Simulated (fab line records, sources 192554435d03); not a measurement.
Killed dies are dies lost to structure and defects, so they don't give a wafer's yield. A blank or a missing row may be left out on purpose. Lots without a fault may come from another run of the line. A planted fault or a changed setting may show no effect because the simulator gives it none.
A struck lot beside a sound one | flow n5_finfet | 38 steps out of a route of 1938
Sound: wafers L772.1, L772.2, L772.3. Struck: wafer L775.5. (L775.1, L775.4 of the same lot were not struck and are left out.) The cause comes at the end.
At each step with rows: each side's tool, then ch and its chambers, then its first start. Under that, the readings that differ: sound wafers | struck wafers | difference of the means | sigmas: that difference in standard deviations of wafers without a fault.
alike: readings whose means differ by less than 2 such deviations, and words and numbers that are the same on both sides. not compared: withheld readings, readings that some wafer has no value for, bounds like >300 that may hide the same value, and numbers for which the record gives no deviation and whose values overlap.
The two part at a step that has a row with sigmas, a row that says differs or no value, or rows on one side only. Numbers that don't overlap but have no deviation are shown without sigmas and don't part them. A reading that every wafer of one side lacks parts them only if that side has two wafers or more.

first, 9 steps without rows for these wafers: N5_BEOL_M4_ANNEAL_95 (time 240 s); N5_BEOL_M4_SPUTTER_96 (material Cu, target thk 4.5 nm, time 8.29 s); N5_BEOL_M4_ECD_50 (material Cu, target thk 300 nm); N5_BEOL_M4_ANNEAL_51 (time 90 s); N5_BEOL_M4_CMP_52 (polishes, stops on SiOC, t overpolish 6.8 s, target thk 40 nm); N5_BEOL_M4_PRE_CLEAN_60 (time 15 s); N5_BEOL_M4_CO_CAP_55 (material Co, precursor CCTBA/H2, target thk 2 nm, time 102.1 s); N5_BEOL_M4_PRE_CLEAN_56 (time 15 s); N5_BEOL_M4_DEP_57 (deposits SiCN from 3MS/NH3, target thk 8 nm, time 14 s).
N5_BEOL_M4_RC_MEAS_101:
  sound on prober-01 ch 0, day 10 14:16; struck on prober-01 ch 0, day 11 09:58
  reading       | sound          | struck | difference | sigmas
  DIBL_P (mV/V) | 34.6 36.5 36.9 | 32.4   | -3.6       | -2
  SS_P (mV/dec) | 73.2 74.0 73.0 | 72.0   | -1.4       | -3
  alike: DIBL_N, IOFF_N, IOFF_P, ION_N, ION_P, SS_N, VT_N, VT_P
then, 24 steps without rows for these wafers: N5_BEOL_M5_ILD_DEP_00 (deposits SiCOH lowk from DEMS/porogen, target thk 140.64 nm, time 25.9 s); N5_BEOL_M5_CURE_79 (cures SiCOH lowk, time 240 s); N5_BEOL_M5_PECVD_70 (deposits SiO2 from TEOS/O2, target thk 16 nm, time 18 s); N5_BEOL_M5_HM_DEP_02 (deposits TiN, target thk 20 nm); N5_BEOL_M5_COAT_59 (time 60 s, resist thk 60 nm); N5_BEOL_M5_COAT_60 (time 60 s, resist thk 12 nm); N5_BEOL_M5_COAT_71 (time 60 s, resist thk 5 nm); N5_BEOL_M5_COAT_05 (resist thk 30 nm); N5_BEOL_M5_EBR_07; N5_BEOL_M5_SOFTBAKE_06 (time 60 s); N5_BEOL_M5_EXPOSE_08 (exposes mask M5, target cd 28 nm); N5_BEOL_M5_PEB_09 (peb time 60 s); N5_BEOL_M5_DEVELOP_10 (develop time 30 s); N5_BEOL_M5_DESCUM_16 (chemistry O2, time 7 s); N5_BEOL_M5_ETCH_72 (etches underlayer in N2/H2, target depth 6.5 nm, time 5.2 s); N5_BEOL_M5_ETCH_61 (etches SiARC in CF4, target depth 15.6 nm, time 26 s); N5_BEOL_M5_ETCH_62 (etches SOC in N2/H2, target depth 75 nm, overetch 15 nm, time 112.5 s); N5_BEOL_M5_STRIP_63 (strips in N2/H2); N5_BEOL_M5_STRIP_73 (strips in N2/H2); N5_BEOL_M5_STRIP_64 (strips in CF4); N5_BEOL_M5_HM_OPEN_17 (chemistry Cl2/BCl3, target TiN, target depth 20 nm, overetch 6 nm); N5_BEOL_M5_STRIP_19 (strips in O2); N5_BEOL_M5_COAT_65 (time 60 s, resist thk 60 nm); N5_BEOL_M5_COAT_66 (time 60 s, resist thk 12 nm).
-- the record jumps here: 2 days lie between the struck wafers' starts before and after (it left off in module BEOL_M5 and takes up again in module BEOL_M10, whose first step shown is number 1470 of the route) --
N5_BEOL_M10_ILD_DEP_00: deposits SiCOH lowk from DEMS/porogen, target thk 308.51 nm, time 58 s.
  sound on pecvd-01 ch 0,1,2, day 12 17:55; struck on pecvd-01 ch 0, day 13 11:53
  reading                                             | sound             | struck | difference | sigmas
  run_length_s (s)                                    | 100.8 100.6 101.5 | 135.7  | +34.7      | +48
  model.SiCOH_lowk_of_BEOL_M10_ILD_DEP_00.thk_nm (nm) | 305.8 299.6 304.2 | 491.8  | +188.6     |
  alike: heater_power_w, showerhead_plenum_p_Torr, throttle_valve_pct
  not compared: since_wet_clean_h
N5_BEOL_M10_THK_MEAS_01:
  sound on film_metro-02, day 12 18:31; struck on film_metro-01, day 13 12:28
  reading          | sound       | struck | difference | sigmas
  M10_ILD_THK (nm) | 266 260 264 | 431    | +168       | +43
N5_BEOL_M10_CMP_52: polishes, stops on SiCOH lowk, t overpolish 7 s, target thk 140 nm.
  sound on cmp-01 ch 0,1,2, day 13 01:49; struck on cmp-01 ch 3, day 13 19:55
  reading                                             | sound           | struck | difference | sigmas
  model.SiCOH_lowk_of_BEOL_M10_ILD_DEP_00.thk_nm (nm) | 262.6 257 261.2 | 428.6  | +168.3     |
  alike: edge_zone_pressure_frac, motor_current_A
-- the record jumps here: 2 days lie between the struck wafers' starts before and after (it left off in module BEOL_M10 and takes up again in module PASSIVATION, whose first step shown is number 1936 of the route) --
N5_PASSIVATION_PROBE_49:
  sound on prober-02, day 15 02:11; struck on prober-01, day 16 03:07
  reading                  | sound          | struck | difference | sigmas
  defect_limited_yield (%) | 92.4 90.7 93.2 | 0      | -92        | -66
  killed_at_M4_up          | 18 22 13       | 1080   | +1062      | +99 or more
  killed_dies              | 90 110 80      | 1180   | +1087      | +68
  killed_on_rim            | 9 9 11         | 152    | +142       | +32
  sort_bin_5_function (%)  | 4.3 5.8 4.5    | 96.6   | +91.7      | +99 or more
  sort_n_pass              | 1090 1070 1100 | 0      | -1087      | -68
  sort_yield_pct (%)       | 92.4 90.7 93.2 | 0      | -92        | -66
  alike: killed_at_M0_to_M3, killed_at_contacts, killed_at_front_end, killed_at_other, killed_open, killed_short, sort_bin_6_memory

WHERE THEY PART
First at N5_BEOL_M4_RC_MEAS_101; last, within this record, at N5_PASSIVATION_PROBE_49.

WHY: what the simulator had put in
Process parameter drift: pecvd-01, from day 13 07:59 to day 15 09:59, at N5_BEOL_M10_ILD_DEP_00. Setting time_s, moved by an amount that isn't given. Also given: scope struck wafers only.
